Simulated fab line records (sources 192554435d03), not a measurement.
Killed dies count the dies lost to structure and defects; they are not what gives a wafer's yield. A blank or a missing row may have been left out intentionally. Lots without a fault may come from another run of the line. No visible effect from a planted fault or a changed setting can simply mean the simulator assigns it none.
Which tool was responsible?    flow n5-finfet    10 lots with 30 wafers sampled at 4 steps, on a route of 1938 steps

WHAT EACH GAUGE READ, for each wafer
N5_BEOL_M13_INSPECT_30: inspects for defects (macro). Usual: raw-defect-count reads 1.9 (standard deviation 1.3).
lot   measured      on                 raw-defect-count  flag
L102  day 10 08:55  defect-inspect-01  1 1 4             
L105  day 11 09:35  defect-inspect-01  3 2 3             
L107  day 11 18:19  defect-inspect-01  3 2 3             
L109  day 12 13:16  defect-inspect-01  5 3 0             
L110  day 12 23:46  defect-inspect-01  2 3 1             
L113  day 13 06:42  defect-inspect-01  0 1 1             
L111  day 13 14:26  defect-inspect-01  2 2 0             
L114  day 14 04:25  defect-inspect-01  5 0 2             
L116  day 14 09:26  defect-inspect-01  3 2 1             
L123  day 16 02:19  defect-inspect-02  >300 2 2          

TOOL THAT RAN EACH LOT (tool first, then ch and the chambers of the sampled wafers, then the start)
lot   N5_BEOL_M12_SPUTTER_45        N5_BEOL_M12_CMP_49             N5_BEOL_M13_ETCH_59
L102  pvd-sputter-02, day 10 06:14  cmp-04 ch 0,1,2, day 10 06:53  rie-diel-05 ch 0,2,3, day 10 07:54
L105  pvd-sputter-02, day 11 07:01  cmp-04 ch 1,3, day 11 07:38    rie-diel-05 ch 0,3, day 11 08:42
L107  pvd-sputter-01, day 11 15:03  cmp-03 ch 0,1,2, day 11 15:52  rie-diel-05 ch 0,2,3, day 11 17:19
L109  pvd-sputter-02, day 12 10:19  cmp-04 ch 0,1,3, day 12 10:52  rie-diel-01 ch 0,1,3, day 12 12:15
L110  pvd-sputter-01, day 12 20:07  cmp-01 ch 0,1,2, day 12 21:32  rie-diel-05 ch 1,2, day 12 22:39
L113  pvd-sputter-02, day 13 04:04  cmp-03 ch 0,1,3, day 13 04:40  rie-diel-01 ch 0,1,2, day 13 05:42
L111  pvd-sputter-02, day 13 11:41  cmp-01 ch 1,2,3, day 13 12:17  rie-diel-05 ch 1,2,3, day 13 13:26
L114  pvd-sputter-03, day 14 01:30  cmp-01 ch 0,1,2, day 14 02:16  rie-diel-05 ch 0,1,2, day 14 03:33
L116  pvd-sputter-01, day 14 06:47  cmp-04 ch 1,2,3, day 14 07:25  rie-diel-01 ch 1,3, day 14 08:26
L123  pvd-sputter-01, day 15 23:42  cmp-04 ch 0,1,2, day 16 00:18  rie-diel-01 ch 0,3, day 16 01:26
- N5_BEOL_M12_SPUTTER_45: material Cu, target thk 80 nm, time 13.33 s.
- N5_BEOL_M12_CMP_49: polishes, stops on SiOC, t overpolish 20.6 s, target thk 320 nm.
- N5_BEOL_M13_ETCH_59: etches BARC in N2/H2, target depth 89 nm, overetch 26.7 nm, time 67.9 s.

WHAT THE TOOLS THEMSELVES READ (means of the sampled wafers that have a number; where no wafer has one, the mark that the record gives instead)
N5_BEOL_M12_SPUTTER_45. Usual: chamber-pressure-pa 0.13001 Pa, standard deviation 0.00025; throttle-valve-pct 29.8 %, standard deviation 0.77.
lot   tool            chamber-pressure-pa (Pa)  throttle-valve-pct (%)  flag
L102  pvd-sputter-02  0.13025                   29.9                    
L105  pvd-sputter-02  0.13028                   30.3                    
L107  pvd-sputter-01  0.13010                   29.5                    
L109  pvd-sputter-02  0.12995                   29.7                    
L110  pvd-sputter-01  0.13013                   29.1                    
L113  pvd-sputter-02  0.12993                   29.5                    
L111  pvd-sputter-02  0.12970                   29.2                    
L114  pvd-sputter-03  0.13025                   30.4                    
L116  pvd-sputter-01  0.13001                   29.3                    
L123  pvd-sputter-01  0.13011                   29.3                    

N5_BEOL_M12_CMP_49. Usual: barrier-field-endpoint-s 30.2 s, standard deviation 1.1; motor-current-A 6.2 A, standard deviation 0.66; overpolish-run-s 20.600 s, standard deviation 0.0087.
lot   tool    barrier-field-endpoint-s (s)  motor-current-A (A)  overpolish-run-s (s)  flag
L102  cmp-04  30.5                          6.2                  20.611                
L105  cmp-04  29.9                          5.4                  20.601                
L107  cmp-03  27.8                          5.6                  20.602                
L109  cmp-04  30.4                          5.8                  20.597                
L110  cmp-01  30.1                          6.4                  20.602                
L113  cmp-03  29.5                          6.2                  20.594                
L111  cmp-01  30.4                          6.5                  20.609                
L114  cmp-01  30.2                          6.6                  20.603                
L116  cmp-04  31.2                          5.7                  20.601                
L123  cmp-04  30.1                          6.2                  20.610                

N5_BEOL_M13_ETCH_59. Usual: drypump-motor-current-A 5.7 A, standard deviation 0.3; n2-flow-sccm 200.0 sccm, standard deviation 0.53; oes-product-au 0.71 a.u., standard deviation 0.051; rf-vpp-V 524.6 V, standard deviation 1.8; showerhead-plenum-p-Torr 2.56 Torr, standard deviation 0.062; throttle-valve-pct 17.62 %, standard deviation 0.28.
lot   tool         drypump-motor-current-A (A)  n2-flow-sccm (sccm)  oes-product-au (a.u.)  rf-vpp-V (V)  showerhead-plenum-p-Torr (Torr)  throttle-valve-pct (%)  flag
L102  rie-diel-05  5.5                          200.0                0.71                   525.0         2.59                             17.48                   
L105  rie-diel-05  5.5                          200.3                0.70                   526.0         2.59                             17.33                   
L107  rie-diel-05  5.5                          199.3                0.70                   524.5         2.58                             17.50                   
L109  rie-diel-01  5.8                          200.3                0.75                   524.8         2.55                             17.67                   
L110  rie-diel-05  5.6                          199.7                0.71                   525.1         2.58                             17.69                   
L113  rie-diel-01  5.7                          200.3                0.73                   524.3         2.54                             17.78                   
L111  rie-diel-05  5.7                          200.7                0.73                   525.4         2.57                             17.48                   
L114  rie-diel-05  5.4                          199.7                0.67                   525.4         2.58                             17.74                   
L116  rie-diel-01  6.0                          200.1                0.72                   524.2         2.55                             17.76                   
L123  rie-diel-01  6.0                          200.3                0.73                   521.8         2.48                             17.59                   

THE ANSWER, worked out from the rows above alone
Rule: a lot is off if the mean of its wafers that have a number lies more than 3 standard deviations from the usual mean. A lot without any number at a reading at which 4 lots or more have one is off too. All remaining lots with rows at the step are treated as sound. After the gauges, taken in route order, come the tools' own readings; for these a lot's mean is taken, as printed above. At the first step where some lot is off, the reading lying furthest off is the one used; lots without a number count as furthest.
No lot is off at any reading shown: from this, nothing can be told.

WHAT WAS PUT IN BY THE SIMULATOR
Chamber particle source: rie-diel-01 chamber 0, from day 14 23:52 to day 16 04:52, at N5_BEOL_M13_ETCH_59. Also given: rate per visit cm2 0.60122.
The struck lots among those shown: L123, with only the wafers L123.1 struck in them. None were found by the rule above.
